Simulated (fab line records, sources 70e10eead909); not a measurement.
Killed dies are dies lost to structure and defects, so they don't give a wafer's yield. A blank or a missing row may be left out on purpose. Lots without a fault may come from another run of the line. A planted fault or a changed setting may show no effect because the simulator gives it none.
Which tool did it? | flow nand_harc | 24 lots, 72 wafers sampled, at 4 steps of a route of 1302

WHAT THE GAUGES READ, wafer by wafer
NHARC_P_ZERO_WELL_CD_MEAS_11: target cd 500 nm.
lot  | measured     | on        | cd_nm (nm)
L074 | day 1 21:16  | cd_sem-01 | 496.4 499.8 497.1
L075 | day 2 07:07  | cd_sem-03 | 499.2 503.0 496.7
L076 | day 2 17:07  | cd_sem-03 | 496.7 498.4 498.4
L077 | day 3 03:08  | cd_sem-01 | 499.8 501.4 496.1
L078 | day 3 13:07  | cd_sem-03 | 496.6 496.4 495.2
L079 | day 3 23:11  | cd_sem-03 | 498.2 496.9 497.1
L080 | day 4 09:15  | cd_sem-03 | 499.0 500.0 498.2
L081 | day 4 19:17  | cd_sem-03 | 498.3 500.0 496.8
L082 | day 5 05:15  | cd_sem-03 | 502.5 500.0 502.6
L083 | day 5 15:19  | cd_sem-01 | 499.8 496.5 500.8
L084 | day 6 01:07  | cd_sem-01 | 503.9 500.0 500.0
L085 | day 6 11:14  | cd_sem-03 | 501.6 501.1 501.5
L086 | day 6 21:18  | cd_sem-03 | 499.1 496.2 496.7
L087 | day 7 07:07  | cd_sem-01 | 492.8 495.9 495.5
L088 | day 7 17:14  | cd_sem-01 | 500.3 498.7 499.9
L089 | day 8 03:07  | cd_sem-01 | 499.3 502.1 496.4
L090 | day 8 13:07  | cd_sem-02 | 496.7 500.6 503.0
L091 | day 8 23:17  | cd_sem-01 | 499.8 498.7 499.8
L092 | day 9 09:07  | cd_sem-02 | 499.8 502.6 497.8
L093 | day 9 19:14  | cd_sem-03 | 498.1 499.5 498.4
L094 | day 10 05:07 | cd_sem-01 | 501.4 499.3 497.2
L095 | day 10 15:14 | cd_sem-02 | 496.0 499.5 496.3
L096 | day 11 01:14 | cd_sem-03 | 497.0 500.0 497.3
L097 | day 11 11:14 | cd_sem-01 | 501.3 496.4 497.6

NHARC_P_GATE_CD_MEAS_26: target cd 120 nm.
lot  | measured     | on        | cd_nm (nm)
L074 | day 5 00:03  | cd_sem-01 | 119.9 121.9 120.6
L075 | day 5 12:38  | cd_sem-01 | 120.3 118.8 120.5
L076 | day 6 01:17  | cd_sem-03 | 119.7 120.7 120.4
L077 | day 6 11:26  | cd_sem-02 | 120.0 121.7 120.5
L078 | day 6 14:43  | cd_sem-03 | 119.9 118.9 119.1
L079 | day 7 00:02  | cd_sem-03 | 122.1 120.6 121.6
L080 | day 7 15:53  | cd_sem-02 | 120.9 120.5 120.7
L081 | day 8 08:07  | cd_sem-02 | 119.9 120.9 121.0
L082 | day 8 08:17  | cd_sem-02 | 120.8 119.9 120.1
L083 | day 9 01:45  | cd_sem-01 | 119.0 120.4 120.6
L084 | day 9 02:23  | cd_sem-03 | 120.3 119.0 120.4
L085 | day 9 12:37  | cd_sem-03 | 122.0 120.6 120.3
L086 | day 10 00:01 | cd_sem-03 | 119.3 119.8 120.2
L087 | day 10 22:29 | cd_sem-03 | 120.7 122.1 120.4
L088 | day 10 21:54 | cd_sem-03 | 121.2 121.6 120.0
L089 | day 11 05:31 | cd_sem-03 | 120.2 119.2 120.8
L090 | day 11 19:37 | cd_sem-02 | 121.2 121.0 120.3
L091 | day 12 03:37 | cd_sem-02 | 119.8 119.8 118.9
L092 | day 12 11:25 | cd_sem-01 | 120.6 122.5 120.4
L093 | day 12 20:05 | cd_sem-01 | 119.7 121.6 120.5
L094 | day 13 08:49 | cd_sem-03 | 119.0 119.5 119.1
L095 | day 13 23:58 | cd_sem-03 | 120.8 120.8 121.3
L096 | day 14 05:56 | cd_sem-01 | 119.8 119.4 119.5
L097 | day 14 15:11 | cd_sem-02 | 120.4 120.7 122.0

NHARC_P_GATE_INSPECT_28.
lot  | measured     | on                | raw_defect_count
L074 | day 5 00:10  | defect_inspect-01 | 5 5 4
L075 | day 5 12:45  | defect_inspect-02 | 6 6 9
L076 | day 6 01:24  | defect_inspect-02 | 10 6 8
L077 | day 6 11:34  | defect_inspect-01 | 14 12 11
L078 | day 6 14:50  | defect_inspect-01 | 8 10 12
L079 | day 7 00:10  | defect_inspect-01 | 10 3 10
L080 | day 7 16:00  | defect_inspect-02 | 12 3 6
L081 | day 8 08:14  | defect_inspect-02 | 6 1 5
L082 | day 8 08:25  | defect_inspect-01 | 6 5 8
L083 | day 9 01:52  | defect_inspect-02 | 2 6 6
L084 | day 9 02:31  | defect_inspect-01 | 9 6 4
L085 | day 9 12:44  | defect_inspect-02 | 8 6 3
L086 | day 10 00:08 | defect_inspect-02 | 4 4 6
L087 | day 10 22:37 | defect_inspect-01 | 6 5 5
L088 | day 10 22:01 | defect_inspect-02 | 7 8 5
L089 | day 11 05:38 | defect_inspect-02 | 2 4 8
L090 | day 11 19:44 | defect_inspect-01 | 4 7 6
L091 | day 12 03:45 | defect_inspect-02 | 7 5 6
L092 | day 12 11:32 | defect_inspect-02 | 3 5 2
L093 | day 12 20:13 | defect_inspect-02 | 3 10 4
L094 | day 13 08:57 | defect_inspect-01 | 5 5 7
L095 | day 14 00:06 | defect_inspect-02 | 5 5 7
L096 | day 14 06:03 | defect_inspect-01 | 6 6 9
L097 | day 14 15:18 | defect_inspect-01 | 12 5 5

WHICH TOOL RAN EACH LOT (tool, then ch and the chambers of the sampled wafers, then the start)
lot  | NHARC_P_ZERO_WELL_DESCUM_39
L074 | rie_diel-02 ch 1,2,3, day 2 00:18
L075 | rie_diel-09 ch 0,2,3, day 2 10:16
L076 | rie_diel-12 ch 0,1,3, day 2 20:18
L077 | rie_diel-09 ch 0,1,3, day 3 06:12
L078 | rie_diel-09 ch 0,2,3, day 3 16:13
L079 | rie_diel-09 ch 0,1, day 4 02:20
L080 | rie_diel-09 ch 0,2,3, day 4 12:09
L081 | rie_diel-02 ch 1,2,3, day 4 22:30
L082 | rie_diel-02 ch 0,1,3, day 5 08:15
L083 | rie_diel-12 ch 2,3, day 5 18:22
L084 | rie_diel-09 ch 2,3, day 6 04:03
L085 | rie_diel-12 ch 0,2,3, day 6 14:23
L086 | rie_diel-12 ch 1,2,3, day 7 00:39
L087 | rie_diel-09 ch 1,2,3, day 7 10:17
L088 | rie_diel-09 ch 1,2,3, day 7 20:23
L089 | rie_diel-12 ch 1,2,3, day 8 06:18
L090 | rie_diel-02 ch 0,2, day 8 16:08
L091 | rie_diel-12 ch 0,2, day 9 02:55
L092 | rie_diel-12 ch 0,1, day 9 12:16
L093 | rie_diel-09 ch 0,1,3, day 9 22:16
L094 | rie_diel-09 ch 0,2, day 10 09:34
L095 | rie_diel-12 ch 1,2, day 10 18:25
L096 | rie_diel-09 ch 0,2,3, day 11 04:20
L097 | rie_diel-02 ch 0,3, day 11 14:15
- NHARC_P_ZERO_WELL_DESCUM_39: chemistry O2, time 3 s.

WHAT THE TOOLS THEMSELVES READ (means of the sampled wafers that have a number; where no wafer has one, the mark that the record gives instead)
NHARC_P_ZERO_WELL_DESCUM_39.
lot  | tool        | drypump_motor_current_A (A) | oes_product_au (a.u.) | rf_vpp_V (V) | showerhead_plenum_p_Torr (Torr) | throttle_valve_pct (%)
L074 | rie_diel-02 | 5.6                         | 1.001                 | 58.1         | 1.88                            | 11.306
L075 | rie_diel-09 | 5.6                         | 1.006                 | 58.4         | 1.93                            | 11.313
L076 | rie_diel-12 | 5.4                         | 0.995                 | 58.0         | 1.93                            | 11.315
L077 | rie_diel-09 | 5.8                         | 1.008                 | 57.5         | 1.93                            | 11.315
L078 | rie_diel-09 | 5.6                         | 1.002                 | 56.9         | 1.93                            | 11.312
L079 | rie_diel-09 | 5.9                         | 0.999                 | 57.5         | 1.97                            | 11.318
L080 | rie_diel-09 | 5.6                         | 1.000                 | 58.2         | 1.93                            | 11.308
L081 | rie_diel-02 | 5.6                         | 1.009                 | 57.6         | 1.88                            | 11.309
L082 | rie_diel-02 | 5.8                         | 1.014                 | 57.9         | 1.91                            | 11.309
L083 | rie_diel-12 | 5.7                         | 1.003                 | 57.3         | 1.84                            | 11.307
L084 | rie_diel-09 | 5.8                         | 1.010                 | 58.0         | 1.90                            | 11.315
L085 | rie_diel-12 | 5.6                         | 1.011                 | 57.5         | 1.90                            | 11.317
L086 | rie_diel-12 | 5.5                         | 1.007                 | 58.5         | 1.86                            | 11.310
L087 | rie_diel-09 | 5.9                         | 1.006                 | 58.0         | 1.95                            | 11.318
L088 | rie_diel-09 | 5.9                         | 1.001                 | 58.1         | 1.95                            | 11.313
L089 | rie_diel-12 | 5.6                         | 1.001                 | 57.6         | 1.85                            | 11.327
L090 | rie_diel-02 | 5.9                         | 0.988                 | 58.3         | 1.89                            | 11.304
L091 | rie_diel-12 | 5.7                         | 1.009                 | 58.3         | 1.90                            | 11.310
L092 | rie_diel-12 | 5.6                         | 0.993                 | 58.2         | 1.92                            | 11.312
L093 | rie_diel-09 | 5.8                         | 1.003                 | 57.5         | 1.91                            | 11.307
L094 | rie_diel-09 | 5.4                         | 1.005                 | 57.5         | 1.94                            | 11.307
L095 | rie_diel-12 | 5.7                         | 0.987                 | 57.3         | 1.81                            | 11.308
L096 | rie_diel-09 | 5.6                         | 0.998                 | 58.1         | 1.92                            | 11.311
L097 | rie_diel-02 | 5.5                         | 0.994                 | 57.7         | 1.85                            | 11.312

THE ANSWER, worked out from the rows above alone
Rule: what is usual is taken from the lots themselves. Put in order of their means at a reading, lots are off if they are a third of the lots or fewer, leave a main group of 4 or more, and stand apart from it by a gap of 3 or more times the standard deviation of the main group's means; of several such gaps the widest counts. A main group whose means are all the same, to the digits that the tables above print for the reading, isn't used. A lot without any number at a reading at which 4 lots or more have one is off too. The other lots that the step has rows for count as sound. The gauges are gone through in route order, then the tools' own readings, and for those a lot's mean is taken as printed above. The first step at which some lot is off is used, and at that step the reading that is off furthest; a lot without a number counts as furthest.
No lot is off at any reading shown: from this, nothing can be told.

WHAT THE SIMULATOR HAD PUT IN
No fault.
